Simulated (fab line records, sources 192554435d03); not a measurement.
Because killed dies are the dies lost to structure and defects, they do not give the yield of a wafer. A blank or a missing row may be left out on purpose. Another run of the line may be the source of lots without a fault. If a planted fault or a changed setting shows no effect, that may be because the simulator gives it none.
fab line records | flow n5_finfet
record: lots: 4 | wafers: 12 | last_day: 17
route steps=1938 shown BEOL_M8@1332 PASSIVATION@1936
lots that met no fault: taken from a fault-free run of the same line
start_h: hours from the record's first day to the start of the lot's first wafer shown | wait_h: how many hours have passed since the lot's step before this one | " the same as in the row above | L1.1+2: a row that stands for several wafers | - no value present, or no start provided | * or withheld: withheld | < > ~ a bound
route shown NAME@n: a module of which the file shows steps, and the number in the route of the first | usual: mean/standard deviation taken from wafers without a fault | same: alike in all rows | chamber/n: place in a boat | sites: per-site readings | _std_site: the standard deviation of these | _edge_site: outer sites' mean less inner sites' | radius_mm: how far each site lies from the wafer's centre | mask NAME#n: copy n | behind: the most recent tool/chamber to have shaped the wafer | hold: why the lot went on hold/how many hours it stayed there/how the hold came to an end | device: the transistor (n, p or np) that didn't switch | end of line: the route-end tests of the same wafers | for a step that has no rows: nothing shown but its recipe | killed: dies lost to structure and defects at the first sort, not the wafer's yield | map: a wafer's dies, marking killed ones x, the rest . and places with no die _
set.NAME: setting as actually run; set.NAME@STEP: the setting as run at that earlier step | model.NAME: the simulator's own value behind a step, which no gauge read
a table for each step, a row for each wafer; lots at some steps of the route
services: a tool's chamber out of use, with start hour (start_h, from the record's first day; less than 0 if before it), hours out, and reason
== steps ==
step: N5_BEOL_M8_ILD_DEP_00
recipe: material: SiCOH_lowk | target_thk_a: 1797.5 | temp_c: 300 | precursor: DEMS/porogen | pressure_torr: 5 | rf_w: 500 | time_s: 33.4
step: N5_BEOL_M8_CURE_74
recipe: temp_c: 385 | time_s: 240 | ambient: He/Ar | material: SiCOH_lowk
step: N5_BEOL_M8_PECVD_70
recipe: material: SiO2 | target_thk_a: 200 | temp_c: 400 | precursor: TEOS/O2 | pressure_torr: 5.5 | rf_w: 450 | teos_flow_sccm: 53.8 | gas: O2 | flow_sccm: 3000 | time_s: 22.7
step: N5_BEOL_M8_HM_DEP_02
recipe: material: TiN | target_thk_a: 200 | temp_c: 25 | chamber_pressure_pa: 0.49996
step: N5_BEOL_M8_COAT_59
recipe: resist: SOC | temp_c: 250 | time_s: 60 | spin_rpm: 1500 | resist_thk_nm: 100
step: N5_BEOL_M8_COAT_60
recipe: resist: SiARC | temp_c: 220 | time_s: 60 | spin_rpm: 1500 | resist_thk_nm: 35
step: N5_BEOL_M8_COAT_05
recipe: resist: CAR-ArF | spin_rpm: 1500 | resist_thk_nm: 90
step: N5_BEOL_M8_EBR_07
recipe: solvent: PGMEA | ebr_width_mm: 1.5
step: N5_BEOL_M8_SOFTBAKE_06
recipe: temp_c: 110 | time_s: 60 | resist: CAR-ArF
step: N5_BEOL_M8_EXPOSE_08
recipe: mask_id: M8 | na: 1.35 | source_shape: dipole | sigma_inner: 0.817 | sigma_outer: 0.97 | polarization: te | dose_mj: 68.25
usual: exposure_dose_mJ_cm2: 68.23/0.064
same: dipole_opening_deg: 35
lot.wafer | tool            | chamber | start_h | wait_h | mask | exposure_dose_mJ_cm2
L804.1    | arfi_scanner-02 | 0       | 285.98  | -      | M8#0 | 68.21
L804.5    | "               | 0       | "       | "      | M8#0 | 68.12
L804.6    | "               | 0       | "       | "      | M8#0 | 68.33
L809.2    | arfi_scanner-02 | 0       | 316.18  | -      | M8#0 | 71.72
L809.3    | "               | 0       | "       | "      | M8#0 | 71.65
L809.6    | "               | 0       | "       | "      | M8#0 | 71.60
L810.3    | arfi_scanner-02 | 0       | 318.16  | -      | M8#0 | 70.89
L810.4    | "               | 0       | "       | "      | M8#0 | 70.91
L810.6    | "               | 0       | "       | "      | M8#0 | 70.97
L813.3    | arfi_scanner-01 | 0       | 334.72  | -      | M8#0 | 68.32
L813.4    | "               | 0       | "       | "      | M8#0 | 68.31
L813.5    | "               | 0       | "       | "      | M8#0 | 68.23
step: N5_BEOL_M8_PEB_09
recipe: peb_temp_c: withheld | peb_time_s: 60 | resist: CAR-ArF
step: N5_BEOL_M8_DEVELOP_10
recipe: develop_time_s: 30 | developer: TMAH | resist: CAR-ArF | rinse_liquid: diw | dry: air_spin | dev_temp_c: 23
step: N5_BEOL_M8_CD_MEAS_11
recipe: target_cd_nm: 38.5 | landing_energy_ev: 500 | detector: se_inlens | polarity: opening
usual: cd_nm: 38.7/0.45
same: landing_energy_ev: 500
lot.wafer | tool      | chamber | start_h | wait_h | cd_nm
L804.1    | cd_sem-01 | 0       | 286.11  | -      | 38.5
L804.5    | "         | 0       | "       | "      | 38.8
L804.6    | "         | 0       | "       | "      | 39.1
L809.2    | cd_sem-02 | 0       | 316.30  | -      | 41.4
L809.3    | "         | 0       | "       | "      | 41.3
L809.6    | "         | 0       | "       | "      | 42.1
L810.3    | cd_sem-03 | 0       | 318.28  | -      | 41.0
L810.4    | "         | 0       | "       | "      | 40.8
L810.6    | "         | 0       | "       | "      | 39.8
L813.3    | cd_sem-02 | 0       | 334.84  | -      | 37.8
L813.4    | "         | 0       | "       | "      | 38.6
L813.5    | "         | 0       | "       | "      | 38.6
step: N5_BEOL_M8_DESCUM_16
recipe: chemistry: O2 | time_s: 7.9 | source_power_w: 50 | bias_power_w: 20 | pressure_mtorr: 20 | rf_frequency_hz: 2.712e+07 | temp_c: 40 | resist: CAR-ArF | o2_flow_sccm: 225
step: N5_BEOL_M8_ETCH_61
recipe: chemistry: CF4 | target: SiARC | target_depth_a: 455 | mask_material: CAR-ArF | time_s: 75.8 | ion_energy_ev: 80 | pressure_mtorr: 40 | source_w: 545 | bias_w: 36 | Ar_flow_sccm: 100 | cf4_flow_sccm: 100 | ends: cleared
usual: drypump_motor_current_A: 5.9/0.42 | etch_rf_on_time_s: 75.9/1.1 | oes_product_au: 0.69/0.09 | rf_vpp_V: 184.1/1 | showerhead_plenum_p_Torr: 2.15/0.053 | throttle_valve_pct: 15.63/0.27
lot.wafer | tool        | chamber | start_h | wait_h | drypump_motor_current_A | etch_rf_on_time_s | oes_product_au | rf_hours_counter_h | rf_vpp_V | showerhead_plenum_p_Torr | throttle_valve_pct | model.BEOL_M8.cd_offset_nm
L804.1    | rie_diel-04 | 0       | 286.24  | 0.0    | 5.4                     | 77.4              | 0.80           | 8                  | 183.9    | 2.10                     | 15.21              | -0.2
L804.5    | "           | 2       | "       | "      | 5.1                     | 76.1              | 0.59           | -                  | 182.8    | 2.12                     | 15.99              | 0.6
L804.6    | "           | 1       | "       | "      | 5.7                     | 77.2              | 0.62           | -                  | 186.2    | 2.21                     | 15.93              | 0.4
L809.2    | rie_diel-01 | 0       | 316.59  | 0.0    | 6.5                     | 76.8              | 0.69           | 81                 | 186.3    | 2.25                     | 15.76              | 3.2
L809.3    | "           | 3       | "       | "      | 6.1                     | 76.1              | 0.68           | 103                | 184.5    | 2.16                     | 15.75              | 3
L809.6    | "           | 1       | "       | "      | 6.6                     | 76.5              | 0.59           | -                  | 182.6    | 2.11                     | 15.99              | 3.2
L810.3    | rie_diel-04 | 2       | 318.49  | 0.0    | 5.2                     | 75.8              | 0.59           | 242                | 187.1    | 2.11                     | 16.00              | 2.4
L810.4    | "           | 3       | "       | "      | 6.0                     | 75.6              | 0.73           | 49                 | 182.2    | 2.09                     | 15.39              | 2.2
L810.6    | "           | 1       | "       | "      | 5.8                     | 76.9              | 0.62           | -                  | 184.6    | 2.21                     | 15.95              | 1.6
L813.3    | rie_diel-03 | 3       | 335.62  | 0.0    | 6.1                     | 75.2              | 0.77           | 38                 | 184.0    | 2.09                     | 15.34              | -0.2
L813.4    | "           | 1       | "       | "      | 6.0                     | 75.9              | 0.74           | -                  | 183.5    | 2.10                     | 15.56              | 0.2
L813.5    | "           | 0       | "       | "      | 5.5                     | 75.0              | 0.79           | -                  | 184.8    | 2.18                     | 15.23              | 0.4
step: N5_BEOL_M8_ETCH_62
recipe: chemistry: N2/H2 | target: SOC | target_depth_a: 1100 | overetch_a: 220 | mask_material: SiARC | temp_c: 40 | time_s: 165 | ion_energy_ev: 200 | pressure_mtorr: 30 | source_w: 840 | bias_w: 150 | n2_flow_sccm: 200 | h2_flow_sccm: 200
step: N5_BEOL_M8_STRIP_68
recipe: chemistry: N2/H2 | temp_c: 40 | n2_flow_sccm: 200 | h2_flow_sccm: 200 | rf_frequency_hz: 6e+07
step: N5_BEOL_M8_STRIP_67
recipe: chemistry: CF4 | resist: SiARC | power_w: 300 | bias_power_w: 75 | pressure_mtorr: 50 | cf4_flow_sccm: 150 | rf_frequency_hz: 6e+07
step: N5_BEOL_M8_HM_OPEN_17
recipe: chemistry: Cl2/BCl3 | target_depth_a: 200 | overetch_a: 60 | target: TiN | mask_material: SOC | ion_energy_ev: 150 | pressure_mtorr: 10 | icp_w: 1000 | bias_w: 126 | Cl2_flow_sccm: 53.25 | bcl3_flow_sccm: 21.75 | Ar_flow_sccm: 25
usual: drypump_motor_current_A: 6.0/0.37 | oes_product_au: 0.67/0.077 | throttle_valve_pct: 22.06/0.15
lot.wafer | tool         | chamber | start_h | wait_h | drypump_motor_current_A | oes_product_au | rf_hours_counter_h | throttle_valve_pct | model.BEOL_M8.cd_offset_nm
L804.1    | rie_metal-03 | 1       | 286.48  | 0.0    | 5.9                     | 0.74           | 13                 | 21.92              | -0.4
L804.5    | "            | 0       | "       | "      | 6.5                     | 0.69           | -                  | 22.01              | 0.6
L804.6    | "            | 1       | "       | "      | 5.9                     | 0.74           | -                  | 21.94              | 0.6
L809.2    | rie_metal-02 | 0       | 316.84  | 0.0    | 5.8                     | 0.58           | 91                 | 22.27              | 3
L809.3    | "            | 1       | "       | "      | 6.2                     | 0.71           | -                  | 22.03              | 2.8
L809.6    | "            | 1       | "       | "      | 6.2                     | 0.70           | -                  | 22.02              | 3.2
L810.3    | rie_metal-02 | 1       | 318.76  | 0.1    | 6.3                     | 0.70           | -                  | 22.02              | 2.6
L810.4    | "            | 0       | "       | "      | 5.7                     | 0.57           | -                  | 22.29              | 2.4
L810.6    | "            | 0       | "       | "      | 5.7                     | 0.58           | -                  | 22.28              | 1.4
L813.3    | rie_metal-01 | 1       | 335.90  | 0.1    | 5.3                     | 0.78           | -                  | 21.75              | -0.2
L813.4    | "            | 0       | "       | "      | 5.4                     | 0.57           | -                  | 22.22              | -0.2
L813.5    | "            | 1       | "       | "      | 5.3                     | 0.78           | -                  | 21.74              | 0.4
step: N5_BEOL_M8_STRIP_19
recipe: chemistry: O2 | power_w: 400 | temp_c: 40 | pressure_mtorr: 30 | rf_frequency_hz: 6e+07 | bias_power_w: 0 | overash_fraction: 0.2 | o2_flow_sccm: 225
step: N5_BEOL_M8_CD_MEAS_18
recipe: pitch_nm: 80 | target_cd_nm: 40
usual: cd_nm: 40.2/0.53
lot.wafer | tool      | chamber | start_h | wait_h | cd_nm
L804.1    | cd_sem-01 | -       | 286.66  | 0.0    | 39.7
L804.5    | "         | -       | "       | "      | 40.5
L804.6    | "         | -       | "       | "      | 40.4
L809.2    | cd_sem-02 | -       | 317.46  | 0.1    | 43.0
L809.3    | "         | -       | "       | "      | 42.9
L809.6    | "         | -       | "       | "      | 43.4
L810.3    | cd_sem-02 | -       | 318.92  | 0.1    | 42.8
L810.4    | "         | -       | "       | "      | 42.5
L810.6    | "         | -       | "       | "      | 41.4
L813.3    | cd_sem-02 | -       | 336.15  | 0.1    | 39.8
L813.4    | "         | -       | "       | "      | 39.9
L813.5    | "         | -       | "       | "      | 40.6
step: N5_BEOL_M8_COAT_63
recipe: resist: SOC | temp_c: 250 | time_s: 60 | spin_rpm: 1500 | resist_thk_nm: 60
step: N5_PASSIVATION_PROBE_49
usual: defect_limited_yield: 91.2/1.5 | killed_at_M0_to_M3: 35/11 | killed_at_M4_up: 13/5.6 | killed_at_contacts: 13/6.3 | killed_at_front_end: 38/12 | killed_at_other: 3.7/2.9 | killed_dies: 104/18 | killed_open: 69/13 | killed_short: 34/8.3 | sort_bin_5_function: 5.2/0.95 | sort_bin_6_memory: 3.3/0.68 | sort_n_pass: 1076/18 | sort_yield_pct: 91.2/1.5
same: gross_dies: 1180 | killed_at_back_side: 0 | sort_bin_4_leakage[%]: 0 | sort_bin_8_speed[%]: 0
lot.wafer | tool      | chamber | start_h | wait_h | defect_limited_yield[%] | killed_at_M0_to_M3 | killed_at_M4_up | killed_at_contacts | killed_at_front_end | killed_at_other | killed_dies | killed_open | killed_short | sort_bin_5_function[%] | sort_bin_6_memory[%] | sort_n_pass | sort_yield_pct[%]
L809.6    | prober-02 | -       | 394.42  | 0.3    | 91.1                    | 47                 | 22              | 10                 | 25                  | 1               | 105         | 73          | 29           | 5.3                    | 3.4                  | 1075        | 91.1
killed by level:class
L809.6 BEOL_M3:geometric_particle:open=12 BEOL_M2:geometric_particle:open=11 BEOL_M4:geometric_particle:open=10 BEOL_M0_SAQP:geometric_particle:open=9 MOL_CONTACT_COAG:geometric_particle:open=8 BEOL_M0_SAQP:geometric_particle:short=8 STI_FIN_REVEAL:geometric_particle:open=5 GATE_CUT:geometric_particle:short=4
== services ==
tool            | chamber | start_h | hours | kind
arfi_scanner-02 | -       | 265.04  | 3.1   | pm
arfi_scanner-02 | -       | 271.33  | 1.3   | pm
rie_metal-01    | 1       | 273.02  | 12.5  | repair
rie_metal-02    | 1       | 287.03  | 22.4  | repair
arfi_scanner-01 | -       | 287.11  | 1.0   | pm
arfi_scanner-02 | -       | 304.61  | 1.0   | pm
arfi_scanner-01 | -       | 309.69  | 1.0   | pm
arfi_scanner-01 | -       | 310.97  | 4.4   | repair
rie_diel-03     | 2       | 333.64  | 14.0  | repair
rie_metal-03    | 0       | 334.30  | 4.0   | repair
== key ==
first_sign: step: N5_BEOL_M8_EXPOSE_08 | reading: exposure_dose_mJ_cm2 | direction: up | sigmas: 48 | usual: 68.23 | struck: 71.29
effect: step: N5_BEOL_M8_CD_MEAS_11 | reading: cd_nm | direction: up | sigmas: 5.2 | usual: 38.7 | struck: 41.1 | through: control_loop
effect: step: N5_BEOL_M8_CD_MEAS_18 | reading: cd_nm | direction: up | sigmas: 4.7 | usual: 40.2 | struck: 42.7 | through: control_loop
model_effect: step: N5_BEOL_M8_ETCH_61 | value: BEOL_M8.cd_offset_nm | without: 0.4333 | struck: 2.6
model_effect: step: N5_BEOL_M8_HM_OPEN_17 | value: BEOL_M8.cd_offset_nm | without: 0.4667 | struck: 2.567
met_at N5_BEOL_M8_EXPOSE_08
struck_wafers L809.2,L809.3,L809.6,L810.3,L810.4,L810.6
loop_trim: step: N5_BEOL_M8_EXPOSE_08 | setting: dose | lots: L810
onset_between 285.98 316.18
fault: kind: process_parameter_drift | tool: arfi_scanner-02 | chamber: - | onset_h: 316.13 | steps: N5_BEOL_M8_EXPOSE_08 | channel: dose_mj | offset: 3.3669 | shape: step | acts_in: these_recipes_only | stated: 68.25
loop_trim: a control loop set the setting to another value than it would have without faults
